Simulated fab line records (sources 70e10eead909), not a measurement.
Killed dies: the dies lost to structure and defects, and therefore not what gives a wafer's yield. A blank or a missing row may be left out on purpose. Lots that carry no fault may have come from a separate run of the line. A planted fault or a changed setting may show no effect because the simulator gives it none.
Shared-tool check || flow nand harc || 2 lots and 6 wafers in the sample

REASON FOR OPENING
At NHARC_END_SORT_01 the reading killed at array is flagged on 2 of 2 lots. Fault-free wafers read 26, with a standard deviation of 9.
Rule: a lot is flagged in two cases, either no wafer of it has a number, or all its wafers with numbers fall more than 4 standard deviations from that mean. As for the other lots, they are considered sound.

{"lot": "L658", "measured": "day 21 11:17", "on": "prober-01", "killed at array, wafer by wafer": "674 667 674", "flag": "FLAGGED"}
{"lot": "L657", "measured": "day 21 21:46", "on": "prober-01", "killed at array, wafer by wafer": "673 675 674", "flag": "FLAGGED"}
Average over the flagged lots: 673; offset from the usual +647, equal to +72 standard deviations.

TOOL THAT RAN EACH LOT
Before the reading, the record contains 4 process steps out of a 1159-step route. Each cell gives the tool, then ch followed by the chambers the sampled wafers passed through, then the start.
{"lot": "L658", "flag": "FLAGGED", "NHARC_A_SLIT_ETCH_24": "rie diel-10 ch 2,3, day 16 20:24", "NHARC_A_SLIT_ETCH_15": "rie diel-10 ch 0,2,3, day 17 07:52 or earlier", "NHARC_A_WL_FILL_RTA_01": "rtp anneal-02 ch 0, day 17 07:52", "NHARC_A_WL_FILL_ETCHBACK_05": "rie metal-03 ch 0,1, day 17 16:42"}
{"lot": "L657", "flag": "FLAGGED", "NHARC_A_SLIT_ETCH_24": "rie diel-04 ch 1,2,3, day 16 22:04", "NHARC_A_SLIT_ETCH_15": "rie diel-04 ch 0,1,2, day 17 12:28 or earlier", "NHARC_A_WL_FILL_RTA_01": "rtp anneal-02 ch 0, day 17 12:28", "NHARC_A_WL_FILL_ETCHBACK_05": "rie metal-01 ch 0,1, day 17 20:08"}
What these steps do:
- NHARC_A_SLIT_ETCH_24: etches the open film in CF4/CHF3, target depth 121 nm, time 60.5 s.
- NHARC_A_SLIT_ETCH_15: etches the open film in O2/COS, target depth 3200 nm, time 832 s.
- NHARC_A_WL_FILL_RTA_01: time 5 s.
- NHARC_A_WL_FILL_ETCHBACK_05: etches the open film in Cl2/BCl3, target depth 22 nm, time 60 s.
- NHARC_END_SORT_01

FLAGGED AGAINST TOTAL, ONE TOOL AT A TIME (gauges that did the reading follow at the end)
{"step": "NHARC_A_SLIT_ETCH_24", "tool": "rie diel-04", "lots run": 1, "flagged": 1, "share of the flagged lots": "some", "sound lots run after its first flagged lot": 0}
{"step": "NHARC_A_SLIT_ETCH_24", "tool": "rie diel-10", "lots run": 1, "flagged": 1, "share of the flagged lots": "some", "sound lots run after its first flagged lot": 0}
{"step": "NHARC_A_SLIT_ETCH_15", "tool": "rie diel-04", "lots run": 1, "flagged": 1, "share of the flagged lots": "some", "sound lots run after its first flagged lot": 0}
{"step": "NHARC_A_SLIT_ETCH_15", "tool": "rie diel-10", "lots run": 1, "flagged": 1, "share of the flagged lots": "some", "sound lots run after its first flagged lot": 0}
{"step": "NHARC_A_WL_FILL_RTA_01", "tool": "rtp anneal-02", "lots run": 2, "flagged": 2, "share of the flagged lots": "all", "sound lots run after its first flagged lot": 0}
{"step": "NHARC_A_WL_FILL_ETCHBACK_05", "tool": "rie metal-01", "lots run": 1, "flagged": 1, "share of the flagged lots": "some", "sound lots run after its first flagged lot": 0}
{"step": "NHARC_A_WL_FILL_ETCHBACK_05", "tool": "rie metal-03", "lots run": 1, "flagged": 1, "share of the flagged lots": "some", "sound lots run after its first flagged lot": 0}
{"step": "NHARC_END_SORT_01", "tool": "prober-01", "lots run": 2, "flagged": 2, "share of the flagged lots": "all", "sound lots run after its first flagged lot": 0}
With no start given for some of its lots, NHARC_A_SLIT_ETCH_15 uses the hours and lot order of NHARC_A_WL_FILL_RTA_01.

THE TABLE: WHAT IT ALLOWS
Every flagged lot went through 2 rows of the table: rtp anneal-02 at NHARC_A_WL_FILL_RTA_01 and prober-01 at NHARC_END_SORT_01.
- rtp anneal-02 at NHARC_A_WL_FILL_RTA_01 ran 2 lots, 2 of them flagged. With no sound lot run before its first flagged lot in this sample, there is nothing to narrow down the start.
- prober-01 at NHARC_END_SORT_01 ran 2 lots, 2 of them flagged. With no sound lot run before its first flagged lot in this sample, there is nothing to narrow down the start.
These 2 tools cannot be told apart by counting lots, since each of them fits a fault that started at some hour. More lots, or a look at what each step does to the wafer, might.

WHAT THE SIMULATOR HAD INSERTED
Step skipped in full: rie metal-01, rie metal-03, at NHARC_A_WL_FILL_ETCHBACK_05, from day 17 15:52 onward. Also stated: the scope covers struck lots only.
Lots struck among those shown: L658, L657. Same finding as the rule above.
